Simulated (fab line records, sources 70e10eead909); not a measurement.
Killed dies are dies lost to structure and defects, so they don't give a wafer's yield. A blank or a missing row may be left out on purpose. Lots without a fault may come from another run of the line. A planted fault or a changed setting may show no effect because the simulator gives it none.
Which tool did it? | flow nand_harc | 13 lots, 39 wafers sampled, at 4 steps of a route of 1302

WHAT THE GAUGES READ, wafer by wafer
NHARC_A_WL_FILL_INSPECT_15.
lot  | measured     | on                | raw_defect_count
L802 | day 22 23:28 | defect_inspect-01 | 612 730 958
L805 | day 24 12:15 | defect_inspect-01 | 702 633 356
L804 | day 24 12:08 | defect_inspect-02 | 387 398 475
L806 | day 25 10:02 | defect_inspect-01 | 554 780 1081
L807 | day 25 16:06 | defect_inspect-02 | 391 369 449
L810 | day 26 02:20 | defect_inspect-02 | 501 465 734
L812 | day 26 20:04 | defect_inspect-01 | 462 896 581
L811 | day 26 20:04 | defect_inspect-01 | 475 382 601
L813 | day 27 20:47 | defect_inspect-01 | 528 578 552
L815 | day 28 10:29 | defect_inspect-01 | 511 534 383
L814 | day 28 10:28 | defect_inspect-01 | 388 395 747
L817 | day 29 08:18 | defect_inspect-01 | 540 532 436
L818 | day 29 23:02 | defect_inspect-01 | 645 362 422

WHICH TOOL RAN EACH LOT (tool, then ch and the chambers of the sampled wafers, then the start)
lot  | NHARC_A_WL_FILL_ETCHBACK_17       | NHARC_A_WL_FILL_ETCHBACK_26      | NHARC_A_WL_FILL_CVD_20
L802 | rie_metal-02 ch 0,1, day 22 19:16 | rie_si-01 ch 0,1,2, day 22 22:20 | cvd_w-01 ch 0,1, day 22 23:28 or earlier
L805 | rie_metal-03 ch 0, day 24 05:47   | rie_si-06 ch 0,1, day 24 10:55   | cvd_w-02 ch 0,1, day 24 12:15 or earlier
L804 | rie_metal-02 ch 0,1, day 24 05:50 | rie_si-01 ch 1,2, day 24 10:54   | cvd_w-01 ch 0,1, day 24 12:08 or earlier
L806 | rie_metal-03 ch 0,1, day 25 03:49 | rie_si-06 ch 0,1,3, day 25 08:54 | cvd_w-01 ch 0,1, day 25 10:02 or earlier
L807 | rie_metal-02 ch 0,1, day 25 09:43 | rie_si-04 ch 0,2,3, day 25 14:56 | cvd_w-02 ch 0,1, day 25 16:06 or earlier
L810 | rie_metal-03 ch 0,1, day 25 19:58 | rie_si-06 ch 0,1,2, day 26 01:13 | cvd_w-02 ch 0,1, day 26 02:20 or earlier
L812 | rie_metal-03 ch 0,1, day 26 13:48 | rie_si-04 ch 0,1,3, day 26 18:57 | cvd_w-02 ch 1, day 26 20:04 or earlier
L811 | rie_metal-01 ch 0,1, day 26 15:08 | rie_si-06 ch 0,2,3, day 26 18:59 | cvd_w-01 ch 0,1, day 26 20:04 or earlier
L813 | rie_metal-03 ch 0,1, day 27 14:25 | rie_si-01 ch 0,1, day 27 19:36   | cvd_w-01 ch 0,1, day 27 20:47 or earlier
L815 | rie_metal-03 ch 0,1, day 28 03:38 | rie_si-01 ch 1,2,3, day 28 09:19 | cvd_w-02 ch 1, day 28 10:29 or earlier
L814 | rie_metal-02 ch 0, day 28 03:40   | rie_si-04 ch 0,1,2, day 28 09:20 | cvd_w-01 ch 0, day 28 10:28 or earlier
L817 | rie_metal-02 ch 0, day 29 01:50   | rie_si-01 ch 1,3, day 29 07:09   | cvd_w-02 ch 0,1, day 29 08:18 or earlier
L818 | rie_metal-03 ch 0,1, day 29 16:33 | rie_si-01 ch 1,3, day 29 21:46   | cvd_w-01 ch 0,1, day 29 23:02 or earlier
- NHARC_A_WL_FILL_ETCHBACK_17: etches the open film in Cl2/BCl3, target depth 4 nm, time 26.7 s.
- NHARC_A_WL_FILL_ETCHBACK_26: etches the open film in HBr, target depth 52 nm, time 13.3 s.
- NHARC_A_WL_FILL_CVD_20: deposits W, target thk 100 nm, time 74 s.

WHAT THE TOOLS THEMSELVES READ (means of the sampled wafers that have a number; where no wafer has one, the mark that the record gives instead)
NHARC_A_WL_FILL_ETCHBACK_17.
lot  | tool         | drypump_motor_current_A (A) | oes_product_au (a.u.) | run_length_s (s)
L802 | rie_metal-02 | 5.6                         | 1.002                 | 47.3
L805 | rie_metal-03 | 6.5                         | 1.007                 | 48.3
L804 | rie_metal-02 | 5.6                         | 1.006                 | 47.7
L806 | rie_metal-03 | 6.3                         | 1.003                 | 48.3
L807 | rie_metal-02 | 5.6                         | 1.006                 | 47.5
L810 | rie_metal-03 | 6.4                         | 1.007                 | 48.5
L812 | rie_metal-03 | 6.4                         | 1.004                 | 48.7
L811 | rie_metal-01 | 5.3                         | 1.003                 | 48.3
L813 | rie_metal-03 | 6.4                         | 1.010                 | 48.4
L815 | rie_metal-03 | 6.4                         | 1.017                 | 48.4
L814 | rie_metal-02 | 5.7                         | 0.991                 | 47.6
L817 | rie_metal-02 | 5.7                         | 0.989                 | 47.9
L818 | rie_metal-03 | 6.4                         | 0.997                 | 48.3

NHARC_A_WL_FILL_ETCHBACK_26.
lot  | tool      | drypump_motor_current_A (A) | oes_product_au (a.u.) | run_length_s (s) | throttle_valve_pct (%)
L802 | rie_si-01 | 5.6                         | 1.000                 | 34.25            | 23.268
L805 | rie_si-06 | 5.5                         | 1.006                 | 34.39            | 23.264
L804 | rie_si-01 | 5.6                         | 1.006                 | 34.88            | 23.267
L806 | rie_si-06 | 5.5                         | 0.998                 | 34.49            | 23.273
L807 | rie_si-04 | 5.5                         | 1.004                 | 34.64            | 23.265
L810 | rie_si-06 | 5.4                         | 0.988                 | 34.37            | 23.266
L812 | rie_si-04 | 5.4                         | 1.009                 | 34.45            | 23.267
L811 | rie_si-06 | 5.2                         | 0.987                 | 34.45            | 23.273
L813 | rie_si-01 | 5.6                         | 1.004                 | 33.96            | 23.260
L815 | rie_si-01 | 5.8                         | 1.007                 | 34.49            | 23.262
L814 | rie_si-04 | 5.5                         | 1.005                 | 34.61            | 23.266
L817 | rie_si-01 | 5.8                         | 0.991                 | 30.58            | 23.258
L818 | rie_si-01 | 6.1                         | 0.992                 | 30.89            | 23.269

NHARC_A_WL_FILL_CVD_20.
lot  | tool     | heater_power_w (W) | throttle_valve_pct (%)
L802 | cvd_w-01 | 744                | 7.76
L805 | cvd_w-02 | 877                | 7.91
L804 | cvd_w-01 | 814                | 7.74
L806 | cvd_w-01 | 806                | 7.76
L807 | cvd_w-02 | 851                | 7.88
L810 | cvd_w-02 | 877                | 7.81
L812 | cvd_w-02 | 880                | 7.91
L811 | cvd_w-01 | 813                | 7.98
L813 | cvd_w-01 | 820                | 7.78
L815 | cvd_w-02 | 901                | 7.52
L814 | cvd_w-01 | 807                | 7.84
L817 | cvd_w-02 | 839                | 7.57
L818 | cvd_w-01 | 792                | 7.75

THE ANSWER, worked out from the rows above alone
Rule: what is usual is taken from the lots themselves. Put in order of their means at a reading, lots are off if they are a third of the lots or fewer, leave a main group of 4 or more, and stand apart from it by a gap of 3 or more times the standard deviation of the main group's means; of several such gaps the widest counts. A main group whose means are all the same, to the digits that the tables above print for the reading, isn't used. A lot without any number at a reading at which 4 lots or more have one is off too. The other lots that the step has rows for count as sound. The gauges are gone through in route order, then the tools' own readings, and for those a lot's mean is taken as printed above. The first step at which some lot is off is used, and at that step the reading that is off furthest; a lot without a number counts as furthest.
Off: L817, L818, at NHARC_A_WL_FILL_ETCHBACK_26 (run_length_s). The main group: mean 34.45 s, standard deviation 0.22.
A tool fits if, at that step or a process step before it, it ran every lot that is off, and no sound lot after the first of them. One fits: rie_si-01 at NHARC_A_WL_FILL_ETCHBACK_26. Its last sound lot is L815 (day 28 09:19), its first lot that is off L817 (day 29 07:09): a fault that began between those two fits.
The tool's own readings at NHARC_A_WL_FILL_ETCHBACK_26 bear it out: on the lots that are off they differ by more than 5 times the standard deviation of the sound lots' means. run_length_s reads 30.73 s there against 34.45 s on the sound lots.

WHAT THE SIMULATOR HAD PUT IN
Process parameter drift: rie_si-01, from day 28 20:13 on, at NHARC_A_WL_FILL_ETCHBACK_26. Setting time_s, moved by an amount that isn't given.
Lots struck among those shown: L817, L818. The rule above found the same.
